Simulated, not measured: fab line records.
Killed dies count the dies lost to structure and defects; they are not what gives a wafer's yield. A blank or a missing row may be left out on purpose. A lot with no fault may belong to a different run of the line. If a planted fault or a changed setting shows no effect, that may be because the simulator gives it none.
Which tool was responsible?	flow nandHarc	12 lots, 36 wafers sampled, at 5 steps of a route of 1159

== WHAT THE GAUGES SHOWED, per wafer ==
NHARC_END_SORT_01. Usual: defectLimitedYield 95.4 %, standard deviation 1.8; killedAtArray 27, standard deviation 11; killedAtOther 0.7, standard deviation 1.1; killedAtPeriphery 3.4, standard deviation 2.1; killedDies 31, standard deviation 12; killedOpen 3.6, standard deviation 2; killedShort 2.0, standard deviation 1.3; sort_bin_2_pct 1.5 %, standard deviation 0.71; sort_bin_3_pct 0.25 %, standard deviation 0.22; sort_bin_4_pct 2.9 %, standard deviation 1.2; sortNPass 646, standard deviation 12; sortRimYieldPct 95.0 %, standard deviation 2.5; sortYieldPct 95.4 %, standard deviation 1.8.
lot	measured	on	defectLimitedYield (%)	killedAtArray	killedAtOther	killedAtPeriphery	killedDies	killedOpen	killedShort	sort_bin_2_pct (%)	sort_bin_3_pct (%)	sort_bin_4_pct (%)	sortNPass	sortRimYieldPct (%)	sortYieldPct (%)	flag
L649	day 23 04:37	prober-01	96.0 95.9 84.3	22 23 100	0 1 2	5 4 4	27 28 106	3 5 0	2 1 2	0.9 1.2 7.2	0 0.44 2.36	3.1 2.5 6.1	650 649 571	97.2 90.6 91.5	96.0 95.9 84.3	OFF
L653	day 23 20:10	prober-02	82.4 93.6 95.4	110 37 22	0 0 1	9 6 8	119 43 31	3 2 5	1 6 2	7.4 2.4 1.6	3.25 0.44 0.15	6.9 3.5 2.8	558 634 646	97.2 94.3 97.2	82.4 93.6 95.4	OFF

== EACH LOT AND THE TOOL THAT RAN IT (in order: tool; ch and the chambers of the sampled wafers; start) ==
lot	NHARC_A_BONDPAD_PVD_17	NHARC_A_BONDPAD_PVD_27	NHARC_THIN_TSV_ETCH_36	NHARC_THIN_TSV_STRIP_56
L634	pvdSputter-01, day 17 21:18	pvdSputter-01, day 18 19:34 or earlier	rieMetal-01 ch 0,1, day 18 19:34	plasmaAsher-01 ch 0,1, day 18 19:44
L637	pvdSputter-02, day 18 11:08	pvdSputter-02, day 19 11:24 or earlier	rieMetal-02 ch 0,1, day 19 11:24	plasmaAsher-02 ch 0,1, day 19 11:30
L635	pvdSputter-03, day 18 11:26	pvdSputter-03, day 19 10:17 or earlier	rieMetal-03 ch 0,1, day 19 10:17	plasmaAsher-02 ch 0,1, day 19 10:22
L636	pvdSputter-01, day 18 12:09	pvdSputter-01, day 19 13:16 or earlier	rieMetal-03 ch 0,1, day 19 13:16	plasmaAsher-01 ch 0,1, day 19 13:29
L640	pvdSputter-01, day 19 09:04	pvdSputter-01, day 20 07:11 or earlier	rieMetal-03 ch 0,1, day 20 07:11	plasmaAsher-01 ch 0,1, day 20 07:22
L643	pvdSputter-02, day 19 21:56	pvdSputter-02, day 20 18:25 or earlier	rieMetal-01 ch 0,1, day 20 18:25	plasmaAsher-01 ch 0,1, day 20 18:34
L642	pvdSputter-02, day 19 23:18	pvdSputter-02, day 20 20:00 or earlier	rieMetal-02 ch 0,1, day 20 20:00	plasmaAsher-02 ch 0,1, day 20 20:09
L645	pvdSputter-02, day 20 12:20	pvdSputter-02, day 21 11:40 or earlier	rieMetal-03 ch 0, day 21 11:40	plasmaAsher-02 ch 0,1, day 21 12:17
L644	pvdSputter-01, day 20 12:54	pvdSputter-01, day 21 10:05 or earlier	rieMetal-02 ch 0,1, day 21 10:05	plasmaAsher-01 ch 0,1, day 21 10:20
L649	pvdSputter-02, day 21 19:05	pvdSputter-02, day 22 20:14 or earlier	rieMetal-01 ch 0,1, day 22 20:14	plasmaAsher-01 ch 0,1, day 22 20:22
L653	pvdSputter-02, day 22 11:47	pvdSputter-02, day 23 10:59 or earlier	rieMetal-02 ch 0,1, day 23 10:59	plasmaAsher-01 ch 0, day 23 11:04
L657	pvdSputter-03, day 23 14:10	pvdSputter-03, day 24 10:49 or earlier	rieMetal-03 ch 0,1, day 24 10:49	plasmaAsher-02 ch 0,1, day 24 10:57
- NHARC_A_BONDPAD_PVD_17: deposits TaN, target thk 5 nm, time 8.06 s.
- NHARC_A_BONDPAD_PVD_27: deposits Cu, target thk 30 nm, time 20.49 s.
- NHARC_THIN_TSV_ETCH_36: etches the open film in Cl2/BCl3, target depth 65 nm, time 18.571 s.
- NHARC_THIN_TSV_STRIP_56: strips in O2.

== AS READ BY THE TOOLS THEMSELVES (means over the sampled wafers that have a number; for cases with no such wafer, the mark the record gives instead) ==
NHARC_A_BONDPAD_PVD_17. Usual: throttleValvePct 30.3 %, standard deviation 1.2.
lot	tool	throttleValvePct (%)	flag
L634	pvdSputter-01	30.7	
L637	pvdSputter-02	31.2	
L635	pvdSputter-03	30.1	
L636	pvdSputter-01	30.9	
L640	pvdSputter-01	30.3	
L643	pvdSputter-02	30.4	
L642	pvdSputter-02	30.3	
L645	pvdSputter-02	30.1	
L644	pvdSputter-01	31.0	
L649	pvdSputter-02	30.4	
L653	pvdSputter-02	30.5	
L657	pvdSputter-03	30.6	

NHARC_A_BONDPAD_PVD_27. Usual: throttleValvePct 30.3 %, standard deviation 1.1.
lot	tool	throttleValvePct (%)	flag
L634	pvdSputter-01	30.3	
L637	pvdSputter-02	30.5	
L635	pvdSputter-03	30.3	
L636	pvdSputter-01	30.5	
L640	pvdSputter-01	30.8	
L643	pvdSputter-02	29.8	
L642	pvdSputter-02	29.9	
L645	pvdSputter-02	30.1	
L644	pvdSputter-01	30.4	
L649	pvdSputter-02	30.8	
L653	pvdSputter-02	30.5	
L657	pvdSputter-03	27.9	

NHARC_THIN_TSV_ETCH_36. Usual: drypumpMotorCurrentA 5.71 A, standard deviation 0.24; oesProductAu 0.998 a.u., standard deviation 0.011.
lot	tool	drypumpMotorCurrentA (A)	oesProductAu (a.u.)	flag
L634	rieMetal-01	5.39	1.000	
L637	rieMetal-02	5.90	0.988	
L635	rieMetal-03	5.88	0.994	
L636	rieMetal-03	5.82	0.988	
L640	rieMetal-03	5.87	1.009	
L643	rieMetal-01	5.40	1.002	
L642	rieMetal-02	5.92	0.988	
L645	rieMetal-03	5.91	1.011	
L644	rieMetal-02	5.90	0.986	
L649	rieMetal-01	5.42	1.009	
L653	rieMetal-02	5.79	0.989	
L657	rieMetal-03	5.83	0.987	

NHARC_THIN_TSV_STRIP_56. Usual: drypumpMotorCurrentA 5.9 A, standard deviation 0.41; heaterPowerW 313 W, standard deviation 27.
lot	tool	drypumpMotorCurrentA (A)	heaterPowerW (W)	flag
L634	plasmaAsher-01	5.7	276	
L637	plasmaAsher-02	6.2	332	
L635	plasmaAsher-02	6.2	336	
L636	plasmaAsher-01	5.7	277	
L640	plasmaAsher-01	5.5	283	
L643	plasmaAsher-01	5.5	288	
L642	plasmaAsher-02	6.2	331	
L645	plasmaAsher-02	6.2	333	
L644	plasmaAsher-01	5.7	281	
L649	plasmaAsher-01	5.5	287	
L653	plasmaAsher-01	6.0	280	
L657	plasmaAsher-02	6.2	332	

== THE ANSWER, worked out from the rows above alone ==
Rule: take the mean of a lot's wafers that have a number; if it is more than 3 standard deviations from the usual mean, the lot is off. A lot without any number at a reading at which 4 lots or more have one is off too. Where the step has rows for the other lots, those lots are counted as sound. First the gauges in route order, then the tools' own readings, where a lot's mean is used as printed above. The first step at which some lot is off is used, and at that step the reading that is off furthest; a lot without a number counts as furthest.
Off: L649, L653 (NHARC_END_SORT_01, sort_bin_3_pct). Neither off nor sound, because the step has no rows for them: L634, L637, L635, L636, L640, L643, L642, L645, L644, L657.
A tool fits if, at a process step before that reading, it ran every lot that is off, and no sound lot after the first of them. Those tools and the gauges at NHARC_END_SORT_01 are tried in the same way. NHARC_A_BONDPAD_PVD_27 gives no start for some lots, so the hours and the order of its lots are those of NHARC_THIN_TSV_ETCH_36. Can't be told from this: 2 tools fit, pvdSputter-02 at NHARC_A_BONDPAD_PVD_17 and NHARC_A_BONDPAD_PVD_27, plasmaAsher-01 at NHARC_THIN_TSV_STRIP_56.

== WHAT THE SIMULATOR PUT IN ==
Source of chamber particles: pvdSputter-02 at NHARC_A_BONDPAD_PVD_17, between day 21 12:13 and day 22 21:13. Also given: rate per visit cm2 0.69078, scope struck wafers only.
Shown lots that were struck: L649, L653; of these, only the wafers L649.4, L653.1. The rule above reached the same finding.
